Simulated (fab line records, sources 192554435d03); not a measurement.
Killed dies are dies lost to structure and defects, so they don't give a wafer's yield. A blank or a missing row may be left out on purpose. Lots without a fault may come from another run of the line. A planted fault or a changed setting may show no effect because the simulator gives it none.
fab line records | flow n5_finfet
record lots=7 wafers=21
route steps=1938 shown HKMG_FIN@428 GATE_CUT@493 MOL_CONTACT_COAG@559 BEOL_M0_SAQP@643 BEOL_M0@726 BEOL_M1@755
start_h: hours from the record's first day to the start of the lot's first wafer shown | wait_h: hours since the lot's step before | " the same as in the row above | L1.1+2: a row that stands for several wafers | - no value, or no start given | * or withheld: withheld | < > ~ a bound
route shown NAME@n: a module of which the file shows steps, and the number in the route of the first | usual: mean/standard deviation of fault-free wafers | same: alike in all rows | chamber/n: place in a boat | sites: the reading at each site | _std_site: their standard deviation | _edge_site: outer sites' mean less inner sites' | radius_mm: how far each site lies from the wafer's centre | mask NAME#n: copy n | behind: the tool/chamber that last shaped the wafer | hold: why the lot was held/for how many hours/how that ended | device: the transistor (n, p or np) that didn't switch | end of line: the same wafers' tests at the end of the route | a step without rows: its recipe alone | killed: dies lost to structure and defects at the first sort, not the wafer's yield | map: a wafer's dies, x killed, . not, _ none there
set.NAME: the setting as run; set.NAME@STEP: as run at that earlier step | model.NAME: the simulator's own value behind a step, which no gauge read
lots whose settings were changed on purpose; a table a step, a row a wafer
## steps
# step N5_HKMG_FIN_PEB_10
# recipe peb_temp_c=withheld peb_time_s=60 resist=CAR-ArF
# columns lot.wafer tool chamber start_h wait_h set.peb_time_s
L079.3+5+6 litho_track-04 0 116.54 0.0 60
L080.1+5+6 litho_track-01 0 118.44 0.1 63.53
L086.1 litho_track-01 0 148.95 0.1 60
L086.2+3 " 0 " " 67.79
L087.1 litho_track-04 0 152.27 0.1 60
L087.4+5 " 0 " " 54.96
L088.1+6 litho_track-01 0 161.77 0.1 60
L088.3 " 0 " " 68.77
L089.2 litho_track-02 0 171.65 0.0 60
L089.4+6 " 0 " " 67.53
L093.4+5 litho_track-02 0 190.56 0.0 60
L093.6 " 0 " " 71.92
# step N5_HKMG_FIN_DEVELOP_11
# recipe develop_time_s=30 developer=TMAH resist=CAR-ArF dev_temp_c=23 rinse_liquid=diw dry=air_spin
# step N5_HKMG_FIN_CD_MEAS_12
# recipe target_cd_nm=92.8 landing_energy_ev=500 detector=se_inlens
# usual cd_nm=92.5/0.59
# columns lot.wafer tool chamber start_h wait_h set.peb_time_s@HKMG_FIN_PEB_10 cd_nm
L079.3 cd_sem-01 0 116.61 - 60 92.3
L079.5 " 0 " " 60 93.3
L079.6 " 0 " " 60 93.4
L080.1 cd_sem-01 0 118.51 - 63.53 95.0
L080.5 " 0 " " 63.53 94.3
L080.6 " 0 " " 63.53 94.9
L086.1 cd_sem-02 0 149.01 - 60 92.4
L086.2 " 0 " " 67.79 96.3
L086.3 " 0 " " 67.79 96.7
L087.1 cd_sem-02 0 152.34 - 60 92.7
L087.4 " 0 " " 54.96 89.5
L087.5 " 0 " " 54.96 89.0
L088.1 cd_sem-01 0 161.84 - 60 92.2
L088.3 " 0 " " 68.77 96.7
L088.6 " 0 " " 60 92.6
L089.2 cd_sem-02 0 171.71 - 60 94.2
L089.4 " 0 " " 67.53 96.3
L089.6 " 0 " " 67.53 96.6
L093.4 cd_sem-03 0 190.62 - 60 93.2
L093.5 " 0 " " 60 92.5
L093.6 " 0 " " 71.92 97.5
# step N5_GATE_CUT_ETCH_37
# recipe chemistry=N2/H2 target=SOC target_depth_a=600 overetch_a=120 mask_material=SiARC temp_c=40 time_s=90 ion_energy_ev=200 pressure_mtorr=30 source_w=840 bias_w=150 n2_flow_sccm=200 h2_flow_sccm=200
# usual rf_vpp_V=524.5/2
# columns lot.wafer tool chamber start_h wait_h set.bias_w rf_vpp_V
L079.3 rie_diel-04 0 125.28 0.0 150 527.7
L079.5 " 0 " " 150 524.8
L079.6 " 3 " " 150 525.7
L080.1 rie_diel-04 2 127.51 0.0 142.2 504.9
L080.5 " 3 " " 142.2 507.5
L080.6 " 2 " " 150 522.9
L086.1 rie_diel-05 0 157.26 0.0 150 528.9
L086.2 " 3 " " 150 522.3
L086.3 " 2 " " 150 525.2
L087.1 rie_diel-01 0 161.01 0.0 150 525.3
L087.4 " 2 " " 150 523.6
L087.5 " 1 " " 128.8 474.4
L088.1 rie_diel-04 0 170.24 0.0 150 525.8
L088.3 " 2 " " 130.3 477.7
L088.6 " 1 " " 130.3 480.6
L089.2 rie_diel-04 0 180.35 0.0 150 526.2
L089.4 " 1 " " 150 524.8
L089.6 " 2 " " 150 522.0
L093.4 rie_diel-04 2 199.26 0.0 130.1 477.0
L093.5 " 1 " " 150 523.8
L093.6 " 0 " " 130.1 480.2
# step N5_MOL_CONTACT_COAG_ALD_27
# recipe material=SiOC target_thk_a=170 temp_c=400 ald_precursor_family=carbosiloxane ald_co_reactant=H2-plasma pulse_time_s=1.5 time_s=2720 purge_time_s=2 co_reactant_purge_time_s=2 ald_cycles=340 pressure_torr=2
# columns lot.wafer tool chamber start_h wait_h set.time_s model.SiOC_of_MOL_CONTACT_COAG_ALD_27.thk_nm
L079.3+5+6 ald_sin-02 1,2,1 134.33 0.0 2720 17
L080.1 ald_sin-01 1 137.88 0.0 2155 13.4
L080.5+6 " 0,3 " " 2720 17
L087.1+5 ald_sin-01 1 169.13 0.0 2720 17
L087.4 " 3 " " 3117 17
L086.1+2 ald_sin-01 2,3 173.19 0.2 2720 17
L086.3 " 1 " " 2720 16.8
L088.1+6 ald_sin-01 3,0 182.32 0.2 2720 17.2
L088.3 " 2 " " 3046 17.2
L089.2+6 ald_sin-03 1,0 192.98 0.0 2720 16.8
L089.4 " 3 " " 3046 17
L093.4 ald_sin-03 2 210.65 0.0 2720 17
L093.5 " 1 " " 2387 15
L093.6 " 2 " " 2387 14.8
# step N5_MOL_CONTACT_COAG_EXPOSE_81
# recipe mask_id=VG na=0.33 source_shape=annular sigma_inner=0.3 sigma_outer=0.7 polarization=unpolarized defocus_nm=0 dose_mj=59.5
# columns lot.wafer tool chamber start_h wait_h mask set.dose_mj
L079.3+5+6 euv_scanner-02 0 136.95 - VG#0 59.5
L080.1+6 euv_scanner-01 0 140.61 - VG#0 59.5
L080.5 " 0 " " VG#0 55.69
L087.1+5 euv_scanner-01 0 171.73 - VG#0 57.29
L087.4 " 0 " " VG#0 59.5
L086.1+2+3 euv_scanner-02 0 175.91 - VG#0 59.5
L088.1+3 euv_scanner-02 0 185.26 - VG#0 59.5
L088.6 " 0 " " VG#0 55.13
L089.2+4 euv_scanner-01 0 195.77 - VG#0 58.16
L089.6 " 0 " " VG#0 59.5
L093.4+5+6 euv_scanner-01 0 213.32 - VG#0 59.5
# step N5_MOL_CONTACT_COAG_PEB_82
# recipe peb_temp_c=100 peb_time_s=60 resist=CAR-EUV
# step N5_MOL_CONTACT_COAG_DEVELOP_83
# recipe develop_time_s=30 developer=TMAH resist=CAR-EUV rinse_liquid=surfactant_rinse dry=air_spin dev_temp_c=23
# step N5_MOL_CONTACT_COAG_CD_MEAS_84
# recipe target_cd_nm=25.1 landing_energy_ev=500 detector=se_inlens polarity=opening
# usual cd_nm=25.02/0.21
# columns lot.wafer tool chamber start_h wait_h set.dose_mj@MOL_CONTACT_COAG_EXPOSE_81 cd_nm
L079.3 cd_sem-02 0 137.08 - 59.5 24.95
L079.5 " 0 " " 59.5 25.12
L079.6 " 0 " " 59.5 24.97
L080.1 cd_sem-03 0 140.76 - 59.5 24.74
L080.5 " 0 " " 55.69 23.41
L080.6 " 0 " " 59.5 24.72
L087.1 cd_sem-03 0 171.87 - 57.29 23.87
L087.4 " 0 " " 59.5 24.85
L087.5 " 0 " " 57.29 23.87
L086.1 cd_sem-02 0 176.05 - 59.5 25.22
L086.2 " 0 " " 59.5 24.84
L086.3 " 0 " " 59.5 24.92
L088.1 cd_sem-02 0 185.40 - 59.5 25.01
L088.3 " 0 " " 59.5 25.26
L088.6 " 0 " " 55.13 23.26
L089.2 cd_sem-02 0 195.90 - 58.16 24.62
L089.4 " 0 " " 58.16 24.80
L089.6 " 0 " " 59.5 24.93
L093.4 cd_sem-01 0 213.44 - 59.5 24.97
L093.5 " 0 " " 59.5 25.01
L093.6 " 0 " " 59.5 24.55
# step N5_MOL_CONTACT_COAG_ETCH_91
# recipe chemistry=N2/H2 target=SOC target_depth_a=600 overetch_a=210 mask_material=SiARC temp_c=40 time_s=101.2 ion_energy_ev=200 pressure_mtorr=30 source_w=840 bias_w=150 n2_flow_sccm=200 h2_flow_sccm=200
# usual rf_vpp_V=524.0/2.3
# columns lot.wafer tool chamber start_h wait_h set.source_w rf_vpp_V
L079.3 rie_diel-03 0 137.89 0.0 840 528.3
L079.5 " 2 " " 840 526.2
L079.6 " 3 " " 840 523.7
L080.1 rie_diel-03 1 142.44 0.0 840 525.0
L080.5 " 2 " " 840 526.7
L080.6 " 1 " " 840 524.9
L087.1 rie_diel-06 2 172.67 0.0 763.3 538.0
L087.4 " 1 " " 840 520.7
L087.5 " 3 " " 763.3 541.8
L086.1 rie_diel-02 3 176.86 0.0 840 526.2
L086.2 " 1 " " 840 521.5
L086.3 " 2 " " 840 522.5
L088.1 rie_diel-06 0 186.30 0.0 974.3 498.6
L088.3 " 1 " " 974.3 495.7
L088.6 " 0 " " 974.3 497.3
L089.2 rie_diel-06 2 196.37 0.0 840 521.8
L089.4 " 3 " " 840 525.2
L089.6 " 0 " " 963.1 498.5
L093.4 rie_diel-06 1 213.94 0.0 840 521.9
L093.5 " 0 " " 840 522.1
L093.6 " 1 " " 840 521.5
# step N5_MOL_CONTACT_COAG_STRIP_92
# recipe chemistry=N2/H2 temp_c=40 n2_flow_sccm=200 h2_flow_sccm=200 rf_frequency_hz=6e+07
# step N5_MOL_CONTACT_COAG_STRIP_93
# recipe chemistry=N2/H2 temp_c=40 n2_flow_sccm=200 h2_flow_sccm=200 rf_frequency_hz=6e+07
# step N5_MOL_CONTACT_COAG_PRECLEAN_144
# recipe chemistry=alkaline_clean temp_c=60 time_s=60 do_ppb=50
# step N5_MOL_CONTACT_COAG_SRD_145
# recipe dry=ipa_marangoni time_s=30 temp_c=23 rinse_liquid=diw
# step N5_MOL_CONTACT_COAG_CD_MEAS_137
# recipe target_cd_nm=16
# usual cd_nm=15.9/0.31
# columns lot.wafer tool chamber start_h wait_h set.dose_mj@MOL_CONTACT_COAG_EXPOSE_81 cd_nm
L079.3 cd_sem-03 - 138.35 0.0 59.5 15.8
L079.5 " - " " 59.5 15.9
L079.6 " - " " 59.5 16.0
L080.1 cd_sem-01 - 142.90 0.0 59.5 16.0
L080.5 " - " " 55.69 14.3
L080.6 " - " " 59.5 15.6
L087.1 cd_sem-01 - 173.13 0.0 57.29 14.8
L087.4 " - " " 59.5 16.1
L087.5 " - " " 57.29 15.0
L086.1 cd_sem-01 - 177.32 0.0 59.5 15.8
L086.2 " - " " 59.5 15.4
L086.3 " - " " 59.5 16.2
L088.1 cd_sem-02 - 186.79 0.0 59.5 16.3
L088.3 " - " " 59.5 16.6
L088.6 " - " " 55.13 14.8
L089.2 cd_sem-02 - 196.84 0.0 58.16 15.5
L089.4 " - " " 58.16 15.9
L089.6 " - " " 59.5 15.9
L093.4 cd_sem-03 - 214.41 0.0 59.5 16.1
L093.5 " - " " 59.5 15.9
L093.6 " - " " 59.5 15.2
# step N5_BEOL_M0_SAQP_COAT_08
# recipe resist=CAR-ArF spin_rpm=1500 resist_thk_nm=90
# columns lot.wafer tool chamber start_h wait_h set.spin_rpm model.CAR-ArF_of_BEOL_M0_SAQP_COAT_08.thk_nm
L079.3 litho_track-05 0 - - 1500 90.2
L079.5 " 0 " " 1500 90
L079.6 " 0 " " 1500 89.8
L080.1 litho_track-04 0 - - 1500 89.8
L080.5 " 0 " " 1426 91.8
L080.6 " 0 " " 1426 91.6
L087.1 litho_track-05 0 - - 1500 90
L087.4 " 0 " " 1555 88.4
L087.5 " 0 " " 1500 90.2
L086.1 litho_track-02 0 - - 1500 89.8
L086.2+3 " 0 " " 1500 90
L088.1 litho_track-05 0 - - 1558 87.8
L088.3 " 0 " " 1500 90
L088.6 " 0 " " 1558 88
L089.2 litho_track-05 0 - - 1404 93.2
L089.4 " 0 " " 1500 90.2
L089.6 " 0 " " 1404 92.8
L093.4+6 litho_track-05 0 - - 1500 90.2
L093.5 " 0 " " 1500 90.4
# step N5_BEOL_M0_ETCH_109
# recipe chemistry=CH3F/O2 target_depth_a=80 overetch_a=24 target=SiCN time_s=27.4 ion_energy_ev=120 pressure_mtorr=30 source_w=395 bias_w=75 Ar_flow_sccm=150 CH3F_flow_sccm=30 O2_flow_sccm=20
# usual rf_vpp_V=297.2/1.4
# columns lot.wafer tool chamber start_h wait_h set.bias_w rf_vpp_V
L079.3 rie_diel-06 3 155.42 0.0 75 297.3
L079.5 " 0 " " 75 296.7
L079.6 " 1 " " 75 297.2
L080.1 rie_diel-06 2 175.09 0.4 86.68 324.5
L080.5 " 1 " " 86.68 323.9
L080.6 " 0 " " 75 296.4
L087.1 rie_diel-02 3 189.23 0.0 75 298.4
L087.4 " 0 " " 75 297.8
L087.5 " 1 " " 75 296.5
L086.1 rie_diel-06 3 191.79 0.0 75 297.0
L086.2 " 2 " " 85.04 319.9
L086.3 " 0 " " 75 295.8
L088.1 rie_diel-03 1 203.09 0.1 85.55 323.8
L088.3 " 3 " " 75 296.6
L088.6 " 2 " " 85.55 323.0
L089.2 rie_diel-02 0 210.68 0.2 80.36 311.0
L089.4 " 2 " " 75 297.2
L089.6 " 3 " " 75 299.0
L093.4 rie_diel-03 1 229.64 0.0 75 297.7
L093.5 " 3 " " 75 297.8
L093.6 " 2 " " 75 297.0
# step N5_BEOL_M1_COAT_61
# recipe resist=SOC temp_c=250 time_s=60 spin_rpm=1500 resist_thk_nm=60
# columns lot.wafer tool chamber start_h wait_h set.spin_rpm model.SOC_of_BEOL_M1_COAT_61.thk_nm
L079.3+5 litho_track-02 0 158.56 0.1 1500 60.2
L079.6 " 0 " " 1500 60.6
L080.1 litho_track-01 0 181.10 0.1 1570 58.6
L080.5+6 " 0 " " 1500 60
L087.1 litho_track-02 0 192.29 0.1 1500 60
L087.4 " 0 " " 1435 61.2
L087.5 " 0 " " 1435 61
L086.1 litho_track-01 0 198.42 0.1 1500 60.2
L086.2+3 " 0 " " 1657 57.2
L088.1+6 litho_track-02 0 209.88 0.1 1500 60
L088.3 " 0 " " 1500 60.2
L089.2 litho_track-02 0 214.56 0.1 1500 59.6
L089.4 " 0 " " 1500 59.8
L089.6 " 0 " " 1637 57.2
L093.4 litho_track-01 0 236.80 0.1 1500 60.2
L093.5 " 0 " " 1546 59.4
L093.6 " 0 " " 1500 60
## key
split step=N5_HKMG_FIN_PEB_10 setting=peb_time_s stated=60 by=wafer
response step=N5_HKMG_FIN_CD_MEAS_12 reading=cd_nm change=+0.264 per=1% r=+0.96
split step=N5_GATE_CUT_ETCH_37 setting=bias_w stated=150 by=wafer
response step=N5_GATE_CUT_ETCH_37 reading=rf_vpp_V change=+3.49 per=1% r=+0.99
split step=N5_MOL_CONTACT_COAG_ALD_27 setting=time_s stated=2720 by=wafer
response step=N5_MOL_CONTACT_COAG_ALD_27 reading=model.SiOC_of_MOL_CONTACT_COAG_ALD_27.thk_nm shape=bent at_lowest=13.4 at_stated=16.99 at_highest=17
split step=N5_MOL_CONTACT_COAG_EXPOSE_81 setting=dose_mj stated=59.5 by=wafer
response step=N5_MOL_CONTACT_COAG_CD_MEAS_84 reading=cd_nm change=+0.232 per=1% r=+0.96
response step=N5_MOL_CONTACT_COAG_CD_MEAS_137 reading=cd_nm change=+0.241 per=1% r=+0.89
split step=N5_MOL_CONTACT_COAG_ETCH_91 setting=source_w stated=840 by=wafer
response step=N5_MOL_CONTACT_COAG_ETCH_91 reading=rf_vpp_V change=-1.81 per=1% r=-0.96
split step=N5_BEOL_M0_SAQP_COAT_08 setting=spin_rpm stated=1500 by=wafer
response step=N5_BEOL_M0_SAQP_COAT_08 reading=model.CAR-ArF_of_BEOL_M0_SAQP_COAT_08.thk_nm change=-0.444 per=1% r=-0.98
split step=N5_BEOL_M0_ETCH_109 setting=bias_w stated=75 by=wafer
response step=N5_BEOL_M0_ETCH_109 reading=rf_vpp_V change=+1.81 per=1% r=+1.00
split step=N5_BEOL_M1_COAT_61 setting=spin_rpm stated=1500 by=wafer
response step=N5_BEOL_M1_COAT_61 reading=model.SOC_of_BEOL_M1_COAT_61.thk_nm change=-0.279 per=1% r=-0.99
